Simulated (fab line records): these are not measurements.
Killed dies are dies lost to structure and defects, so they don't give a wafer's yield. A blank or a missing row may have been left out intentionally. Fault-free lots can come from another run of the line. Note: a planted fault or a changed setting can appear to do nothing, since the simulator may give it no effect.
fab line records | flow n5-finfet
record: lots: 11 wafers: 33 last-day: 16
route steps=1938 shown BEOL_M13@1699 BEOL_M14@1716
lots untouched by any fault: they come from a run of this same line in which no faults occurred
start-h: start of the lot's first displayed wafer, in hours after the record's first day | wait-h: hours elapsed since this lot's preceding step | " as in the row above | L1.1+2: a row that stands for several wafers | - no value, or no start was given | * or withheld: withheld | < > ~ a bound
route shown NAME@n: NAME is a module with steps in the file, n the number in the route of the first one | usual: average and standard deviation across the fault-free wafers | same: alike in all rows | chamber/n: place in a boat | sites: per-site readings | _std_site: how widely they spread, as a standard deviation | _edge_site: inner sites' mean taken away from outer sites' mean | radius-mm: for every site, how far away it sits from the centre of the wafer | mask NAME#n: copy n | behind: the last tool/chamber to shape the wafer | hold: why the lot was held/for how many hours/how that ended | device: the transistor (n, p or np) that didn't switch | end of line: at the end of the route, the tests of the same wafers | a step with no rows: only its recipe | killed: the dies lost at the first sort to structure and to defects; this is not the yield of the wafer | map: per-die view of a wafer (x killed, . not killed, _ where there is no die)
set.NAME: the setting that was run; set.NAME@STEP: the one run at that earlier step | model.NAME: the simulator's own value behind a step, which no gauge read
one table for each step of the route and one row for each wafer, over a sample of lots
services: the hour from which a tool's chamber was out of use, counted from the record's first day as start-h (under 0 if before that day), plus the number of hours and why
== steps ==
step: N5_BEOL_M13_STRIP_37
recipe: chemistry: N2/H2 power-w: 1000 temp-c: 250 h2-frac: 0.65 overash-fraction: 0.3 pressure-mtorr: withheld n2-flow-sccm: 1750 h2-flow-sccm: 3250
usual: drypump-motor-current-A: 5.6/0.41 heater-power-w: 335/37 oes-product-au: 0.784/0.01
columns lot.wafer tool chamber start-h wait-h drypump-motor-current-A heater-power-w oes-product-au rf-hours-counter-h
L611.1 plasma-asher-01 1 239.25 0.0 5.1 398 0.786 78
L611.4 " 1 " " 5.1 389 0.794 -
L611.5 " 0 " " 5.6 317 0.784 -
L614.3 plasma-asher-01 0 250.81 0.1 5.6 320 0.789 -
L614.5 " 1 " " 5.1 384 0.780 -
L614.6 " 0 " " 5.6 319 0.775 -
L616.3 plasma-asher-01 1 279.94 0.1 5.1 384 0.793 -
L616.5 " 0 " " 5.6 324 0.790 -
L616.6 " 1 " " 5.0 395 0.782 -
L619.2 plasma-asher-01 0 291.72 0.0 5.6 318 0.817 87
L619.5 " 1 " " 5.0 398 0.778 -
L619.6 " 0 " " 5.6 324 0.785 -
L618.1 plasma-asher-01 0 295.90 0.0 5.6 314 0.786 88
L618.4 " 1 " " 5.1 390 0.780 -
L618.5 " 0 " " 5.6 326 0.770 -
L623.1 plasma-asher-02 0 295.91 0.0 5.7 292 0.791 125
L623.3 " 1 " " 6.2 320 0.784 -
L623.5 " 0 " " 5.7 299 0.780 -
L617.1 plasma-asher-01 0 296.60 0.0 5.6 319 0.799 88
L617.3 " 0 " " 5.6 320 0.788 -
L617.5 " 0 " " 5.6 320 0.796 -
L621.1 plasma-asher-02 1 299.61 0.0 6.3 319 0.776 126
L621.5 " 1 " " 6.2 324 0.781 -
L621.6 " 0 " " 5.7 296 0.782 -
L622.1 plasma-asher-01 0 303.19 0.0 5.6 326 0.790 90
L622.2 " 1 " " 5.0 388 0.787 90
L622.3 " 0 " " 5.6 316 0.775 -
L625.1 plasma-asher-01 1 338.08 0.2 5.1 391 0.784 97
L625.2 " 0 " " 5.6 316 0.785 97
L625.5 " 1 " " 5.1 389 0.767 -
L631.3 plasma-asher-01 1 363.12 0.1 5.1 383 0.795 -
L631.4 " 0 " " 5.6 321 0.770 -
L631.5 " 1 " " 5.1 386 0.784 -
step: N5_BEOL_M13_DEGAS_41
recipe: ambient: vacuum temp-c: 250 time-s: 60
usual: heater-power-w: 335/34
columns lot.wafer tool chamber start-h wait-h heater-power-w
L611.1 pvd-sputter-01 - 246.54 0.4 385
L611.4 " - " " 343
L611.5 " - " " 400
L614.3 pvd-sputter-01 - 251.72 0.4 390
L614.5 " - " " 343
L614.6 " - " " 342
L616.3 pvd-sputter-02 - 281.85 0.3 289
L616.5 " - " " 291
L616.6 " - " " 366
L619.2 pvd-sputter-01 - 292.24 0.2 317
L619.5 " - " " 396
L619.6 " - " " 323
L618.1 pvd-sputter-02 - 298.88 0.3 313
L618.4 " - " " 292
L618.5 " - " " 311
L623.1 pvd-sputter-01 - 299.22 0.3 340
L623.3 " - " " 343
L623.5 " - " " 407
L617.1 pvd-sputter-03 - 301.42 1.8 365
L617.3 " - " " 272
L617.5 " - " " 269
L621.1 pvd-sputter-01 - 302.06 0.2 337
L621.5 " - " " 319
L621.6 " - " " 338
L622.1 pvd-sputter-01 - 307.54 0.2 315
L622.2 " - " " 341
L622.3 " - " " 401
L625.1 pvd-sputter-03 - 340.62 0.3 340
L625.2 " - " " 336
L625.5 " - " " 362
L631.3 pvd-sputter-03 - 364.62 0.8 341
L631.4 " - " " 331
L631.5 " - " " 344
step: N5_BEOL_M13_SPUTTER_43
recipe: material: TaN target-thk-a: 150 temp-c: 50 bias-v: 168.6 power-w: 15000 chamber-pressure-pa: 0.12 time-s: 24.19
usual: throttle-valve-pct: 29.7/0.98
columns lot.wafer tool chamber start-h wait-h throttle-valve-pct
L611.1 pvd-sputter-01 - 246.62 0.0 30.4
L611.4 " - " " 28.7
L611.5 " - " " 30.2
L614.3 pvd-sputter-01 - 251.80 0.0 30.4
L614.5 " - " " 30.1
L614.6 " - " " 28.9
L616.3 pvd-sputter-02 - 281.93 0.0 29.8
L616.5 " - " " 29.6
L616.6 " - " " 29.7
L619.2 pvd-sputter-01 - 292.32 0.0 28.6
L619.5 " - " " 30.2
L619.6 " - " " 28.5
L618.1 pvd-sputter-02 - 298.96 0.0 27.8
L618.4 " - " " 30.0
L618.5 " - " " 28.0
L623.1 pvd-sputter-01 - 299.30 0.0 28.8
L623.3 " - " " 29.9
L623.5 " - " " 30.2
L617.1 pvd-sputter-03 - 301.50 0.0 31.5
L617.3 " - " " 31.2
L617.5 " - " " 30.9
L621.1 pvd-sputter-01 - 302.14 0.0 29.0
L621.5 " - " " 28.5
L621.6 " - " " 30.2
L622.1 pvd-sputter-01 - 307.62 0.0 28.7
L622.2 " - " " 30.0
L622.3 " - " " 30.2
L625.1 pvd-sputter-03 - 340.70 0.0 29.6
L625.2 " - " " 28.8
L625.5 " - " " 31.4
L631.3 pvd-sputter-03 - 364.70 0.0 29.8
L631.4 " - " " 28.7
L631.5 " - " " 29.7
step: N5_BEOL_M13_CMP_49
recipe: stop-on: SiOC t-overpolish-s: 17.1 down-force-psi: 1 platen-rpm: 50 clearing-platen-down-force-psi: 1.5 clearing-platen-rpm: 50 post-cmp-clean: cu-alkaline target-thk-nm: 420 clearing-platen-pad-velocity-m-s: 0.99484 pad-velocity-m-s: 0.99484
usual: barrier-field-endpoint-s: 30.0/0.52 motor-current-A: 6.0/0.57
columns lot.wafer tool chamber start-h wait-h barrier-field-endpoint-s motor-current-A
L611.1 cmp-04 2 247.51 0.3 30.4 6.0
L611.4 " 0 " " 30.5 5.8
L611.5 " 2 " " 30.0 5.8
L614.3 cmp-03 2 252.65 0.3 30.6 6.1
L614.5 " 3 " " 30.4 6.8
L614.6 " 0 " " 30.6 5.8
L616.3 cmp-03 2 282.70 0.2 29.9 6.8
L616.6 " 1 " " 29.5 5.5
L616.5 " 2 " " 30.1 5.8
L619.2 cmp-03 2 293.13 0.3 29.9 6.2
L619.6 " 0 " " 30.2 6.3
L619.5 " 1 " " 29.4 5.4
L618.1 cmp-02 0 301.01 0.3 29.8 5.7
L618.4 " 1 " " 29.4 7.5
L618.5 " 1 " " 29.7 7.4
L623.3 cmp-04 2 301.28 0.2 30.7 6.0
L623.1 " 3 " " 30.4 6.0
L623.5 " 2 " " 30.3 5.7
L617.1 cmp-02 3 302.40 0.3 30.0 5.2
L617.3 " 1 " " 29.4 7.6
L617.5 " 3 " " 29.0 5.0
L621.1 cmp-02 3 302.88 0.3 29.8 5.5
L621.5 " 3 " " 25.6 5.4
L621.6 " 0 " " 29.5 6.0
L622.3 cmp-02 0 309.49 0.2 25.9 5.9
L622.1 " 1 " " 29.6 7.4
L622.2 " 2 " " 30.1 5.6
L625.1 cmp-03 1 341.60 0.3 29.8 5.3
L625.2 " 2 " " 30.1 6.2
L625.5 " 3 " " 30.4 6.6
L631.3 cmp-02 3 365.56 0.2 28.8 5.2
L631.4 " 0 " " 30.1 6.5
L631.5 " 1 " " 30.1 6.9
step: N5_BEOL_M14_ILD_DEP_00
recipe: material: SiO2 target-thk-a: 11193 temp-c: 400 precursor: TEOS/O2 pressure-torr: 6.5 rf-w: 900 teos-flow-sccm: 161.4 gas: O2 flow-sccm: 2650 time-s: 237.4
usual: heater-power-w: 578/100 showerhead-plenum-p-Torr: 8.35/0.033 throttle-valve-pct: 18.6/0.7
columns lot.wafer tool chamber start-h wait-h heater-power-w showerhead-plenum-p-Torr throttle-valve-pct
L611.1 pecvd-02 0 247.96 0.0 629 8.36 18.9
L611.4 " 2 " " 449 8.35 17.4
L611.5 " 0 " " 695 8.35 18.9
L614.3 pecvd-02 0 253.02 0.0 597 8.35 19.0
L614.5 " 1 " " 428 8.31 17.8
L614.6 " 0 " " 664 8.36 19.0
L616.3 pecvd-02 0 283.15 0.0 581 8.35 19.1
L616.5 " 1 " " 437 8.31 18.0
L616.6 " 0 " " 633 8.34 19.0
L619.2 pecvd-03 0 293.54 0.0 677 8.36 19.1
L619.5 " 1 " " 626 8.42 18.6
L619.6 " 0 " " 731 8.36 19.0
L618.1 pecvd-04 1 301.50 0.0 514 8.28 19.3
L618.4 " 2 " " 631 8.36 17.4
L618.5 " 0 " " 756 8.37 19.6
L623.1 pecvd-02 2 301.77 0.0 600 8.35 17.9
L623.3 " 0 " " 568 8.37 19.1
L623.5 " 2 " " 455 8.37 17.9
L617.1 pecvd-04 1 302.89 0.0 556 8.29 19.5
L617.3 " 0 " " 742 8.36 19.6
L617.5 " 0 " " 583 8.36 19.8
L621.1 pecvd-02 0 303.37 0.0 703 8.37 19.0
L621.5 " 0 " " 548 8.36 19.2
L621.6 " 2 " " 586 8.37 17.8
L622.1 pecvd-04 1 309.95 0.0 474 8.32 19.3
L622.2 " 0 " " 760 8.36 19.5
L622.3 " 2 " " 646 8.37 17.7
L625.1 pecvd-02 0 342.01 0.0 659 8.35 19.2
L625.2 " 1 " " 468 8.30 17.8
L625.5 " 0 " " 708 8.36 18.7
L631.3 pecvd-03 1 365.97 0.0 579 8.41 18.5
L631.4 " 2 " " 525 8.31 19.0
L631.5 " 0 " " 727 8.35 19.3
== services ==
columns tool chamber start-h hours kind
cmp-03 - 215.96 - consumable-replace:conditioner
cmp-03 - 215.96 - consumable-replace:pad
pecvd-04 1 220.00 2.1 scheduled-down
pvd-sputter-02 - 222.72 1.7 repair
cmp-04 - 225.68 4.9 pm
cmp-03 - 239.57 5.5 pm
pecvd-03 2 239.61 5.5 scheduled-down
pecvd-04 2 241.44 2.1 scheduled-down
plasma-asher-01 - 246.73 1.9 repair
cmp-02 - 248.33 0.2 repair
cmp-03 - 250.58 1.7 repair
pecvd-03 - 255.30 4.5 repair
pecvd-02 - 256.26 0.7 repair
cmp-04 - 259.95 2.7 repair
plasma-asher-01 - 262.42 4.5 repair
cmp-04 - 269.19 4.0 pm
cmp-04 - 295.33 1.3 repair
cmp-04 - 302.97 0.5 repair
cmp-03 - 306.34 17.7 pm
pecvd-04 0 319.25 2.1 scheduled-down
plasma-asher-02 - 327.58 1.1 repair
cmp-02 - 342.73 5.0 pm
pecvd-02 2 350.45 - calibration
pecvd-03 - 354.52 5.5 pm
== key ==
first-sign: step: N5_BEOL_M13_CMP_49 reading: barrier-field-endpoint-s direction: down sigmas: 8.2 usual: 30.0 struck: 25.8
effect none on later readings
met-at N5_BEOL_M13_SPUTTER_43
struck-lots L621,L622
struck-wafers L621.5,L622.3
not-acting-at N5_BEOL_M13_STRIP_37,N5_BEOL_M13_DEGAS_41,N5_BEOL_M14_ILD_DEP_00
onset-between 299.30 302.14
fault: kind: process-parameter-drift tool: pvd-sputter-01 chamber: - onset-h: 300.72 steps: N5_BEOL_M13_SPUTTER_43 channel: time-s offset: * shape: step end-h: 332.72 scope: struck-wafers-only acts-in: * stated: *
